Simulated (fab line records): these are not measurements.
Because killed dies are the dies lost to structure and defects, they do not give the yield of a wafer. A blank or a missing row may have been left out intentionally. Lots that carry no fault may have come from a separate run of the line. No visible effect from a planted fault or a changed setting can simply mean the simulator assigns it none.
Which tool was responsible? || flow nand-harc || 39 wafers from 13 lots sampled at 6 of the route's 1159 steps

== WHAT THE GAUGES READ, wafer by wafer ==
NHARC_A_ZERO_WELL_INSPECT_17. Usual: 10 for raw-defect-count, sd 5.3.
{"lot": "L578", "measured": "day 7 00:00", "on": "defect-inspect-02", "raw-defect-count": "19 5 5", "flag": ""}
{"lot": "L581", "measured": "day 7 03:23", "on": "defect-inspect-02", "raw-defect-count": "14 3 7", "flag": ""}
{"lot": "L580", "measured": "day 7 05:25", "on": "defect-inspect-01", "raw-defect-count": "5 8 26", "flag": ""}
{"lot": "L583", "measured": "day 7 18:49", "on": "defect-inspect-01", "raw-defect-count": "14 11 18", "flag": ""}
{"lot": "L586", "measured": "day 8 13:46", "on": "defect-inspect-02", "raw-defect-count": "21 9 13", "flag": ""}
{"lot": "L587", "measured": "day 8 20:36", "on": "defect-inspect-01", "raw-defect-count": "9 2 12", "flag": ""}
{"lot": "L590", "measured": "day 9 17:41", "on": "defect-inspect-01", "raw-defect-count": "13 10 9", "flag": ""}
{"lot": "L589", "measured": "day 9 19:13", "on": "defect-inspect-01", "raw-defect-count": "13 9 16", "flag": ""}
{"lot": "L591", "measured": "day 10 02:22", "on": "defect-inspect-02", "raw-defect-count": "20 11 19", "flag": ""}
{"lot": "L594", "measured": "day 10 17:43", "on": "defect-inspect-02", "raw-defect-count": "4 8 7", "flag": ""}
{"lot": "L599", "measured": "day 11 15:25", "on": "defect-inspect-01", "raw-defect-count": "8 8 11", "flag": ""}
{"lot": "L600", "measured": "day 11 23:02", "on": "defect-inspect-01", "raw-defect-count": "2 4 4", "flag": ""}
{"lot": "L601", "measured": "day 12 08:19", "on": "defect-inspect-02", "raw-defect-count": "9 10 4", "flag": ""}

NHARC_A_ONON_D1_THK_MEAS_21: measures by ellipsometry. Usual: 1003 nm for thk-nm, sd 7.3.
{"lot": "L578", "measured": "day 8 08:08", "on": "film-metro-01", "thk-nm (nm)": "1001 1002 1000", "flag": ""}
{"lot": "L581", "measured": "day 8 07:53", "on": "film-metro-02", "thk-nm (nm)": "998 997 999", "flag": ""}
{"lot": "L580", "measured": "day 8 07:46", "on": "film-metro-01", "thk-nm (nm)": "1009 1008 1007", "flag": ""}
{"lot": "L583", "measured": "day 8 23:17", "on": "film-metro-01", "thk-nm (nm)": "1003 1006 1006", "flag": ""}
{"lot": "L586", "measured": "day 9 18:23", "on": "film-metro-01", "thk-nm (nm)": "1003 1003 1003", "flag": ""}
{"lot": "L587", "measured": "day 10 04:16", "on": "film-metro-02", "thk-nm (nm)": "1001 999 999", "flag": ""}
{"lot": "L590", "measured": "day 11 01:17", "on": "film-metro-02", "thk-nm (nm)": "1007 1005 1004", "flag": ""}
{"lot": "L589", "measured": "day 11 01:04", "on": "film-metro-02", "thk-nm (nm)": "988 987 987", "flag": ""}
{"lot": "L591", "measured": "day 11 14:29", "on": "film-metro-02", "thk-nm (nm)": "1007 1005 1007", "flag": ""}
{"lot": "L594", "measured": "day 11 22:04", "on": "film-metro-02", "thk-nm (nm)": "1012 1012 1008", "flag": ""}
{"lot": "L599", "measured": "day 12 21:49", "on": "film-metro-02", "thk-nm (nm)": "1001 1000 1001", "flag": ""}
{"lot": "L600", "measured": "day 13 06:06", "on": "film-metro-02", "thk-nm (nm)": "1009 1012 1011", "flag": ""}
{"lot": "L601", "measured": "day 13 17:01", "on": "film-metro-02", "thk-nm (nm)": "1010 1011 1009", "flag": ""}

NHARC_A_ONON_D1_THK_MEAS_30: measures by ellipsometry. Usual: 1001 nm for thk-nm, sd 10.
{"lot": "L578", "measured": "day 8 09:49", "on": "film-metro-01", "thk-nm (nm)": "1012 1013 1014", "flag": ""}
{"lot": "L581", "measured": "day 8 09:37", "on": "film-metro-02", "thk-nm (nm)": "1009 1009 1009", "flag": ""}
{"lot": "L580", "measured": "day 8 09:28", "on": "film-metro-01", "thk-nm (nm)": "999 997 998", "flag": ""}
{"lot": "L583", "measured": "day 9 00:59", "on": "film-metro-01", "thk-nm (nm)": "995 997 997", "flag": ""}
{"lot": "L586", "measured": "day 9 20:08", "on": "film-metro-02", "thk-nm (nm)": "1007 1008 1008", "flag": ""}
{"lot": "L587", "measured": "day 10 05:59", "on": "film-metro-01", "thk-nm (nm)": "1011 1011 1012", "flag": ""}
{"lot": "L590", "measured": "day 11 03:06", "on": "film-metro-01", "thk-nm (nm)": "1015 1013 1014", "flag": ""}
{"lot": "L589", "measured": "day 11 02:54", "on": "film-metro-02", "thk-nm (nm)": "1001 1000 1001", "flag": ""}
{"lot": "L591", "measured": "day 11 16:11", "on": "film-metro-01", "thk-nm (nm)": "1001 1002 1001", "flag": ""}
{"lot": "L594", "measured": "day 11 23:46", "on": "film-metro-02", "thk-nm (nm)": "575 574 576", "flag": "OFF"}
{"lot": "L599", "measured": "day 12 23:32", "on": "film-metro-02", "thk-nm (nm)": "592 591 592", "flag": "OFF"}
{"lot": "L600", "measured": "day 13 08:02", "on": "film-metro-02", "thk-nm (nm)": "985 984 986", "flag": ""}
{"lot": "L601", "measured": "day 13 18:43", "on": "film-metro-02", "thk-nm (nm)": "1000 999 1000", "flag": ""}

NHARC_END_SORT_01. Usual: killed-at-array 28, standard deviation 9.1; killed-at-other 0.6, standard deviation 0.87; killed-at-periphery 3.4, standard deviation 2.7; killed-dies 32, standard deviation 9; killed-open 3.2, standard deviation 1.9; killed-short 2.0, standard deviation 1.3.
{"lot": "L594", "measured": "day 23 22:34", "on": "prober-02", "killed-at-array": "675 677 670", "killed-at-other": "0 0 0", "killed-at-periphery": "2 0 7", "killed-dies": "677 677 677", "killed-open": "4 1 7", "killed-short": "3 0 0", "flag": "OFF"}
{"lot": "L599", "measured": "day 25 19:16", "on": "prober-01", "killed-at-array": "674 674 673", "killed-at-other": "1 2 0", "killed-at-periphery": "2 1 4", "killed-dies": "677 677 677", "killed-open": "2 5 3", "killed-short": "2 2 3", "flag": "OFF"}

== TOOL THAT RAN EACH LOT (tool first, then ch and the chambers of the sampled wafers, then the start) ==
{"lot": "L578", "NHARC_A_ZERO_WELL_DESCUM_12": "rie-diel-02 ch 1,2,3, day 6 22:41", "NHARC_A_ONON_D1_DEP_28": "pecvd-onon-02 ch 0, day 8 09:23"}
{"lot": "L581", "NHARC_A_ZERO_WELL_DESCUM_12": "rie-diel-10 ch 1,2,3, day 7 02:02", "NHARC_A_ONON_D1_DEP_28": "pecvd-onon-03 ch 0, day 8 09:06"}
{"lot": "L580", "NHARC_A_ZERO_WELL_DESCUM_12": "rie-diel-10 ch 2,3, day 7 04:01", "NHARC_A_ONON_D1_DEP_28": "pecvd-onon-02 ch 0, day 8 08:57"}
{"lot": "L583", "NHARC_A_ZERO_WELL_DESCUM_12": "rie-diel-02 ch 0,1,3, day 7 17:29", "NHARC_A_ONON_D1_DEP_28": "pecvd-onon-03 ch 0, day 9 00:29"}
{"lot": "L586", "NHARC_A_ZERO_WELL_DESCUM_12": "rie-diel-11 ch 1,2,3, day 8 12:20", "NHARC_A_ONON_D1_DEP_28": "pecvd-onon-03 ch 0, day 9 19:37"}
{"lot": "L587", "NHARC_A_ZERO_WELL_DESCUM_12": "rie-diel-11 ch 0,3, day 8 19:17", "NHARC_A_ONON_D1_DEP_28": "pecvd-onon-04 ch 0, day 10 05:38"}
{"lot": "L590", "NHARC_A_ZERO_WELL_DESCUM_12": "rie-diel-11 ch 0,1,3, day 9 16:17", "NHARC_A_ONON_D1_DEP_28": "pecvd-onon-02 ch 0, day 11 02:39"}
{"lot": "L589", "NHARC_A_ZERO_WELL_DESCUM_12": "rie-diel-10 ch 0,2, day 9 17:52", "NHARC_A_ONON_D1_DEP_28": "pecvd-onon-03 ch 0, day 11 02:34"}
{"lot": "L591", "NHARC_A_ZERO_WELL_DESCUM_12": "rie-diel-11 ch 0,1, day 10 01:01", "NHARC_A_ONON_D1_DEP_28": "pecvd-onon-03 ch 0, day 11 15:48"}
{"lot": "L594", "NHARC_A_ZERO_WELL_DESCUM_12": "rie-diel-02 ch 0,3, day 10 16:24", "NHARC_A_ONON_D1_DEP_28": "pecvd-onon-02 ch 0, day 11 23:23"}
{"lot": "L599", "NHARC_A_ZERO_WELL_DESCUM_12": "rie-diel-10 ch 0,1,2, day 11 14:06", "NHARC_A_ONON_D1_DEP_28": "pecvd-onon-02 ch 0, day 12 23:01"}
{"lot": "L600", "NHARC_A_ZERO_WELL_DESCUM_12": "rie-diel-11 ch 0,1,2, day 11 21:40", "NHARC_A_ONON_D1_DEP_28": "pecvd-onon-04 ch 0, day 13 07:32"}
{"lot": "L601", "NHARC_A_ZERO_WELL_DESCUM_12": "rie-diel-11 ch 0,2, day 12 06:49", "NHARC_A_ONON_D1_DEP_28": "pecvd-onon-04 ch 0, day 13 18:16"}
- NHARC_A_ZERO_WELL_DESCUM_12: chemistry O2, time 3 s.
- NHARC_A_ONON_D1_DEP_28: target thk 1000 nm.

== WHAT THE TOOLS THEMSELVES READ (means of the sampled wafers that have a number; where no wafer has one, the mark that the record gives instead) ==
NHARC_A_ZERO_WELL_DESCUM_12. Usual: drypump-motor-current-A 5.7 A, standard deviation 0.44; oes-product-au 1.000 a.u., standard deviation 0.0091; rf-vpp-V 57.8 V, standard deviation 0.92; showerhead-plenum-p-Torr 1.92 Torr, standard deviation 0.061; throttle-valve-pct 11.311 %, standard deviation 0.0093.
{"lot": "L578", "tool": "rie-diel-02", "drypump-motor-current-A (A)": 5.7, "oes-product-au (a.u.)": 0.997, "rf-vpp-V (V)": 57.6, "showerhead-plenum-p-Torr (Torr)": 1.96, "throttle-valve-pct (%)": 11.310, "flag": ""}
{"lot": "L581", "tool": "rie-diel-10", "drypump-motor-current-A (A)": 5.8, "oes-product-au (a.u.)": 1.002, "rf-vpp-V (V)": 57.4, "showerhead-plenum-p-Torr (Torr)": 1.90, "throttle-valve-pct (%)": 11.313, "flag": ""}
{"lot": "L580", "tool": "rie-diel-10", "drypump-motor-current-A (A)": 5.9, "oes-product-au (a.u.)": 0.990, "rf-vpp-V (V)": 57.4, "showerhead-plenum-p-Torr (Torr)": 1.92, "throttle-valve-pct (%)": 11.324, "flag": ""}
{"lot": "L583", "tool": "rie-diel-02", "drypump-motor-current-A (A)": 6.0, "oes-product-au (a.u.)": 1.000, "rf-vpp-V (V)": 57.5, "showerhead-plenum-p-Torr (Torr)": 1.99, "throttle-valve-pct (%)": 11.315, "flag": ""}
{"lot": "L586", "tool": "rie-diel-11", "drypump-motor-current-A (A)": 5.3, "oes-product-au (a.u.)": 0.996, "rf-vpp-V (V)": 57.7, "showerhead-plenum-p-Torr (Torr)": 1.91, "throttle-valve-pct (%)": 11.315, "flag": ""}
{"lot": "L587", "tool": "rie-diel-11", "drypump-motor-current-A (A)": 5.6, "oes-product-au (a.u.)": 1.001, "rf-vpp-V (V)": 57.0, "showerhead-plenum-p-Torr (Torr)": 1.84, "throttle-valve-pct (%)": 11.311, "flag": ""}
{"lot": "L590", "tool": "rie-diel-11", "drypump-motor-current-A (A)": 5.6, "oes-product-au (a.u.)": 0.993, "rf-vpp-V (V)": 57.3, "showerhead-plenum-p-Torr (Torr)": 1.87, "throttle-valve-pct (%)": 11.309, "flag": ""}
{"lot": "L589", "tool": "rie-diel-10", "drypump-motor-current-A (A)": 6.0, "oes-product-au (a.u.)": 1.009, "rf-vpp-V (V)": 57.9, "showerhead-plenum-p-Torr (Torr)": 1.91, "throttle-valve-pct (%)": 11.313, "flag": ""}
{"lot": "L591", "tool": "rie-diel-11", "drypump-motor-current-A (A)": 5.6, "oes-product-au (a.u.)": 0.989, "rf-vpp-V (V)": 57.7, "showerhead-plenum-p-Torr (Torr)": 1.86, "throttle-valve-pct (%)": 11.304, "flag": ""}
{"lot": "L594", "tool": "rie-diel-02", "drypump-motor-current-A (A)": 5.8, "oes-product-au (a.u.)": 0.996, "rf-vpp-V (V)": 57.4, "showerhead-plenum-p-Torr (Torr)": 2.01, "throttle-valve-pct (%)": 11.313, "flag": ""}
{"lot": "L599", "tool": "rie-diel-10", "drypump-motor-current-A (A)": 5.8, "oes-product-au (a.u.)": 1.005, "rf-vpp-V (V)": 58.2, "showerhead-plenum-p-Torr (Torr)": 1.89, "throttle-valve-pct (%)": 11.315, "flag": ""}
{"lot": "L600", "tool": "rie-diel-11", "drypump-motor-current-A (A)": 5.3, "oes-product-au (a.u.)": 0.993, "rf-vpp-V (V)": 57.5, "showerhead-plenum-p-Torr (Torr)": 1.90, "throttle-valve-pct (%)": 11.311, "flag": ""}
{"lot": "L601", "tool": "rie-diel-11", "drypump-motor-current-A (A)": 5.2, "oes-product-au (a.u.)": 1.000, "rf-vpp-V (V)": 57.3, "showerhead-plenum-p-Torr (Torr)": 1.89, "throttle-valve-pct (%)": 11.318, "flag": ""}

NHARC_A_ONON_D1_DEP_28. Usual: 2749 sccm for n2-flow-sccm, sd 8.3.
{"lot": "L578", "tool": "pecvd-onon-02", "n2-flow-sccm (sccm)": 2746, "flag": ""}
{"lot": "L581", "tool": "pecvd-onon-03", "n2-flow-sccm (sccm)": 2746, "flag": ""}
{"lot": "L580", "tool": "pecvd-onon-02", "n2-flow-sccm (sccm)": 2756, "flag": ""}
{"lot": "L583", "tool": "pecvd-onon-03", "n2-flow-sccm (sccm)": 2743, "flag": ""}
{"lot": "L586", "tool": "pecvd-onon-03", "n2-flow-sccm (sccm)": 2753, "flag": ""}
{"lot": "L587", "tool": "pecvd-onon-04", "n2-flow-sccm (sccm)": 2761, "flag": ""}
{"lot": "L590", "tool": "pecvd-onon-02", "n2-flow-sccm (sccm)": 2749, "flag": ""}
{"lot": "L589", "tool": "pecvd-onon-03", "n2-flow-sccm (sccm)": 2743, "flag": ""}
{"lot": "L591", "tool": "pecvd-onon-03", "n2-flow-sccm (sccm)": 2754, "flag": ""}
{"lot": "L594", "tool": "pecvd-onon-02", "n2-flow-sccm (sccm)": 2740, "flag": ""}
{"lot": "L599", "tool": "pecvd-onon-02", "n2-flow-sccm (sccm)": 2738, "flag": ""}
{"lot": "L600", "tool": "pecvd-onon-04", "n2-flow-sccm (sccm)": 2755, "flag": ""}
{"lot": "L601", "tool": "pecvd-onon-04", "n2-flow-sccm (sccm)": 2757, "flag": ""}

== THE ANSWER, worked out from the rows above alone ==
Rule: lot off if the mean of its wafers having a number is beyond 3 standard deviations from the usual mean. A lot without any number at a reading at which 4 lots or more have one is off too. The other lots that the step has rows for count as sound. First the gauges in route order, then the tools' own readings, where a lot's mean is used as printed above. The first step at which some lot is off is used, and at that step the reading that is off furthest; a lot without a number counts as furthest.
Off: L594, L599 (NHARC_A_ONON_D1_THK_MEAS_30, thk-nm).
A tool fits if, at a process step before that reading, it ran every lot that is off, and no sound lot after the first of them. Not tried: the gauges at NHARC_A_ONON_D1_THK_MEAS_30; whatever is off there is also off at NHARC_END_SORT_01, on other tools, and gauge error can't account for it. One candidate fits, namely pecvd-onon-02 at NHARC_A_ONON_D1_DEP_28. Its last sound lot is L590 (day 11 02:39), its first lot that is off L594 (day 11 23:23): a fault that began between those two fits.

== WHAT HAD BEEN PUT IN BY THE SIMULATOR ==
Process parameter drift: pecvd-onon-02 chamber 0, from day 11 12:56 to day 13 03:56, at NHARC_A_ONON_D1_DEP_28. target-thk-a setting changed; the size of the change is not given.
Struck lots among those shown: L594, L599. This agrees with what the rule above found.
